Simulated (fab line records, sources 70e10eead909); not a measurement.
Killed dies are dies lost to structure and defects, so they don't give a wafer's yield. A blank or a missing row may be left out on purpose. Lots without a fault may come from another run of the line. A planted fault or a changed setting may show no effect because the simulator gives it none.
A struck lot beside a sound one | flow nand_harc | 26 steps out of a route of 1302
Sound: wafers L679.2, L679.4, L679.5. Struck: wafers L678.1, L678.2, L678.4. The cause comes at the end.
At each step with rows: each side's tool, then ch and its chambers, then its first start. Under that, the readings that differ: sound wafers | struck wafers | difference of the means | sigmas: that difference in standard deviations of wafers without a fault.
alike: readings whose means differ by less than 2 such deviations, and words and numbers that are the same on both sides. not compared: withheld readings, readings that some wafer has no value for, bounds like >300 that may hide the same value, and numbers for which the record gives no deviation and whose values overlap.
The two part at a step that has a row with sigmas, a row that says differs or no value, or rows on one side only. Numbers that don't overlap but have no deviation are shown without sigmas and don't part them. A reading that every wafer of one side lacks parts them only if that side has two wafers or more.

NHARC_A_CHANNEL_HOLE_D2_INSPECT_12:
  sound on defect_inspect-01, day 19 09:24; struck on defect_inspect-02, day 18 07:37
  alike: raw_defect_count
NHARC_A_CHANNEL_HOLE_D2_DESCUM_15: chemistry O2, time 3 s.
  sound on rie_diel-12 ch 2,3, day 19 09:28; struck on rie_diel-05 ch 0,1,2, day 18 07:41
  alike: drypump_motor_current_A, oes_product_au, rf_vpp_V, showerhead_plenum_p_Torr, throttle_valve_pct
  not compared: rf_hours_counter_h
then, 2 steps without rows for these wafers: NHARC_A_CHANNEL_HOLE_D2_ETCH_38 (etches the open film in CF4, target depth 39 nm, time 65 s); NHARC_A_CHANNEL_HOLE_D2_ETCH_39 (etches the open film in N2/H2, target depth 260 nm, time 325 s).
NHARC_A_CHANNEL_HOLE_D2_ETCH_34: etches the open film in CF4/CHF3, target depth 154 nm, time 77 s.
  sound on rie_diel-12 ch 1,2,3; struck on rie_diel-05 ch 1,2,3
  reading               | sound             | struck            | difference | sigmas
  oes_product_au (a.u.) | 0.942 0.918 0.933 | 0.973 0.971 0.963 | +0.038     | +2
  alike: drypump_motor_current_A, rf_vpp_V, showerhead_plenum_p_Torr, throttle_valve_pct
  not compared: rf_hours_counter_h
then, 1 step without rows for these wafers: NHARC_A_CHANNEL_HOLE_D2_ETCH_16 (etches the open film in O2/COS, target depth 3100 nm, time 806 s).
NHARC_A_CHANNEL_HOLE_D2_CD_MEAS_18:
  sound on cd_sem-01, day 19 10:34; struck on cd_sem-02, day 18 08:47
  alike: cd_nm
NHARC_A_CHANNEL_HOLE_D2_ETCH_19: etches the open film in C4F8/O2/Ar, time 34.5 s.
  sound on har_etch-01 ch 0,1, day 19 12:04; struck on har_etch-02 ch 0,1, day 18 08:52
  alike: drypump_motor_current_A, showerhead_plenum_p_Torr, throttle_valve_pct
  not compared: rf_hours_counter_h
then, 3 steps without rows for these wafers: NHARC_A_CHANNEL_HOLE_D2_ETCH_20 (etches the open film in C4F8/O2/Ar, time 361.9 s, target depth 1600 nm); NHARC_A_CHANNEL_HOLE_D2_ETCH_21 (etches the open film in C4F8/O2/Ar, time 514.3 s, target depth 1600 nm); NHARC_A_CHANNEL_HOLE_D2_ETCH_22 (etches the open film in C4F8/O2/Ar, time 666.7 s, target depth 1600 nm).
NHARC_A_CHANNEL_HOLE_D2_ETCH_23: etches the open film in C4F8/O2/Ar, time 819 s, target depth 1600 nm.
  sound on har_etch-01 ch 0,1, day 19 13:35; struck on har_etch-02 ch 0,1, day 18 10:18
  alike: drypump_motor_current_A, showerhead_plenum_p_Torr, throttle_valve_pct
  not compared: rf_hours_counter_h
NHARC_A_CHANNEL_HOLE_D2_ETCH_24: etches the open film in C4F8/O2/Ar, time 906.2 s, target depth 1500 nm.
  sound on har_etch-01 ch 0,1, day 19 14:17; struck on har_etch-02 ch 0,1, day 18 10:59
  alike: drypump_motor_current_A, showerhead_plenum_p_Torr, throttle_valve_pct
  not compared: rf_hours_counter_h
then, 2 steps without rows for these wafers: NHARC_A_CHANNEL_HOLE_D2_ETCH_25 (etches the open film in C4F8/O2/Ar, time 1040.2 s, target depth 1500 nm); NHARC_A_CHANNEL_HOLE_D2_ETCH_26 (etches the open film in C4F8/O2/Ar, time 224.1 s, target depth 300 nm).
NHARC_A_CHANNEL_HOLE_D2_ETCH_27: etches the open film in C4F8/O2/Ar, time 90 s, target depth 400 nm.
  sound on har_etch-01 ch 0,1, day 19 16:02; struck on har_etch-02 ch 0,1, day 18 12:50
  reading                | sound                | struck               | difference | sigmas
  throttle_valve_pct (%) | 27.592 27.600 27.617 | 27.643 27.615 27.617 | +0.022     | +2
  alike: drypump_motor_current_A, showerhead_plenum_p_Torr
  not compared: rf_hours_counter_h
then, 7 steps without rows for these wafers: NHARC_A_CHANNEL_HOLE_D2_STRIP_41 (strips in N2/H2); NHARC_A_CHANNEL_HOLE_D2_STRIP_42 (strips in CF4/CHF3); NHARC_A_CHANNEL_HOLE_D2_STRIP_43 (strips in O2/COS); NHARC_A_CHANNEL_HOLE_D2_ETCH_44 (etches the open film in CF4/O2, target depth 140 nm, overetch 14 nm, time 77 s); NHARC_A_CHANNEL_HOLE_D2_STRIP_28 (strips in O2); NHARC_A_CHANNEL_HOLE_D2_PRECLEAN_29 (cleans in SC1); NHARC_A_CHANNEL_HOLE_D2_SRD_30.
NHARC_A_CHANNEL_HOLE_D2_CD_MEAS_31:
  sound on cd_sem-01, day 19 17:34; struck on cd_sem-02, day 18 14:23
  alike: cd_nm
NHARC_A_CHANNEL_HOLE_D2_XSEM_32:
  sound on xsem-02 ch 0, day 19 17:40; struck on xsem-01 ch 0, day 18 14:28
  reading     | sound          | struck         | difference | sigmas
  bow_nm (nm) | 8.56 8.57 8.56 | 9.64 9.83 9.66 | +1.15      | +4
  alike: bot_cd_nm, tilt_deg
NHARC_A_CHANNEL_HOLE_D2_INSPECT_40:
  sound on defect_inspect-02, day 19 17:45; struck on defect_inspect-02, day 18 14:34
  alike: raw_defect_count

WHERE THEY PART
First at NHARC_A_CHANNEL_HOLE_D2_ETCH_34; last, within this record, at NHARC_A_CHANNEL_HOLE_D2_XSEM_32. Later steps at which nothing parts them and some readings are alike: NHARC_A_CHANNEL_HOLE_D2_INSPECT_40.

WHY: what the simulator had put in
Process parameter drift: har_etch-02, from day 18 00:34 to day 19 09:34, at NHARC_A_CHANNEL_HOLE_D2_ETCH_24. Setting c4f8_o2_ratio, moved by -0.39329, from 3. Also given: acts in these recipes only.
